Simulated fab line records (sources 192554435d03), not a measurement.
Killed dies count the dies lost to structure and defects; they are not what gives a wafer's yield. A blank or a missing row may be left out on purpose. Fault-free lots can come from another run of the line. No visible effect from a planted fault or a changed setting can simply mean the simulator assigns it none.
Matching of chambers | flow n5 finfet | 4 sister chambers for N5_BEOL_M13_DESCUM_33 on rie diel-04
The step chemistry O2, time 7.9 s. 8 wafers are shown with their chamber, then 9 later ones without.

WAFERS PAIRED WITH THEIR CHAMBERS
wafer  | chamber | drypump motor current A (A) | throttle valve pct (%)
L085.1 | 3       | 5.0                         | 19.75
L085.2 | 0       | 5.3                         | 20.24
L085.6 | 2       | 4.9                         | 20.56
L089.3 | 3       | 5.0                         | 19.77
L089.6 | 1       | 6.2                         | 20.60
L087.1 | 1       | 6.2                         | 20.60
L087.3 | 2       | 4.9                         | 20.55
L087.5 | 0       | 5.2                         | 20.24

WAFERS WHOSE CHAMBER IS MISSING
wafer  | drypump motor current A (A) | throttle valve pct (%)
L092.1 | 6.2                         | 20.59
L092.4 | 5.0                         | 19.77
L092.5 | 5.3                         | 20.26
L094.2 | 6.2                         | 20.60
L094.5 | 5.0                         | 19.79
L094.6 | 5.3                         | 20.26
L097.1 | 4.9                         | 20.57
L097.2 | 5.3                         | 20.28
L097.5 | 4.9                         | 20.58

THE CHAMBER EACH PASSED THROUGH
wafer  | from the rows above | in truth
L092.1 | 1                   | 1
L092.4 | 3                   | 3
L092.5 | 0                   | 0
L094.2 | 1                   | 1
L094.5 | 3                   | 3
L094.6 | 0                   | 0
L097.1 | 2                   | 2
L097.2 | 0                   | 0
L097.5 | 2                   | 2
Correct placement for 9 of the 9. Not placeable from these rows: 0. Wrongly placed: 0.
How it was worked out, from the rows above alone: a wafer's distance from a chamber is the root of the sum, over the readings, of the square of ((its reading less the chamber's mean) divided by the reading's scatter). If the next closest chamber is less than 2 further off than the closest, the wafer can't be placed; otherwise it belongs to the closest. For every chamber, the mean is computed from those of its wafers that are shown. The scatter is the square root of a quotient: the sum, over the shown wafers, of each reading's squared deviation from its chamber's mean, divided by wafers minus chambers.
